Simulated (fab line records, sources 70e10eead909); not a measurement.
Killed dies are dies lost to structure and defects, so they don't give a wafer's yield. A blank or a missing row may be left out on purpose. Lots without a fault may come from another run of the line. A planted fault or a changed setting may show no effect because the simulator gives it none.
Chamber matching | flow nand_harc | NHARC_A_STAIRCASE_DESCUM_252 on rie_diel-05: 4 sister chambers
The step chemistry O2, time 3 s. 14 wafers are shown with their chamber, then 7 later ones without.

WAFERS WITH THEIR CHAMBER
wafer  | chamber | showerhead_plenum_p_Torr (Torr) | drypump_motor_current_A (A) | oes_product_au (a.u.)
L074.1 | 2       | 1.93                            | 5.6                         | 1.009
L074.5 | 3       | 1.94                            | 6.2                         | 1.010
L074.6 | 0       | 2.05                            | 6.1                         | 1.005
L077.1 | 1       | 2.02                            | 5.9                         | 1.009
L077.5 | 0       | 2.04                            | 6.1                         | 1.000
L077.6 | 1       | 2.02                            | 5.9                         | 1.001
L076.2 | 1       | 2.02                            | 5.9                         | 0.993
L076.4 | 3       | 1.93                            | 6.2                         | 0.997
L076.6 | 0       | 2.04                            | 6.1                         | 1.009
L079.1 | 0       | 2.04                            | 6.1                         | 0.995
L079.2 | 1       | 2.02                            | 5.9                         | 0.995
L079.3 | 3       | 1.93                            | 6.3                         | 0.988
L080.2 | 1       | 2.02                            | 5.9                         | 1.008
L080.5 | 3       | 1.93                            | 6.2                         | 1.000

SIGNATURES (means of the wafers above)
reading                  | chamber 0 | chamber 1 | chamber 2 | chamber 3 | scatter within a chamber
showerhead_plenum_p_Torr | 2.0425    | 2.0200    | 1.9300    | 1.9325    | 0.00387
drypump_motor_current_A  | 6.100     | 5.900     | 5.600     | 6.225     | 0.0274
oes_product_au           | 1.00225   | 1.00120   | 1.00900   | 0.99875   | 0.00755
Rule: a wafer's distance from a chamber is the root of the sum, over the readings, of the square of ((its reading less the chamber's mean) divided by the reading's scatter). The wafer belongs to the nearest chamber; if the next one is less than 2 further off, it can't be placed. The scatter: the root of (the sum of the squares of (reading less its chamber's mean) over the shown wafers, divided by (wafers less chambers)).

WAFERS WITHOUT THEIR CHAMBER
wafer  | showerhead_plenum_p_Torr (Torr) | drypump_motor_current_A (A) | oes_product_au (a.u.)
L080.6 | 1.92                            | 5.6                         | 1.010
L082.1 | 1.93                            | 6.2                         | 0.998
L082.3 | 2.04                            | 6.1                         | 1.000
L082.6 | 2.02                            | 5.9                         | 0.999
L087.1 | 1.91                            | 5.6                         | 1.007
L087.4 | 2.01                            | 5.9                         | 1.014
L087.6 | 1.93                            | 6.2                         | 1.001

WHICH CHAMBER EACH WENT THROUGH
wafer  | from the rows above | in truth
L080.6 | 2                   | 2
L082.1 | 3                   | 3
L082.3 | 0                   | 0
L082.6 | 1                   | 1
L087.1 | 2                   | 2
L087.4 | 1                   | 1
L087.6 | 3                   | 3
Placed correctly: 7 of 7. Can't be placed from these rows: 0. Placed wrongly: 0.
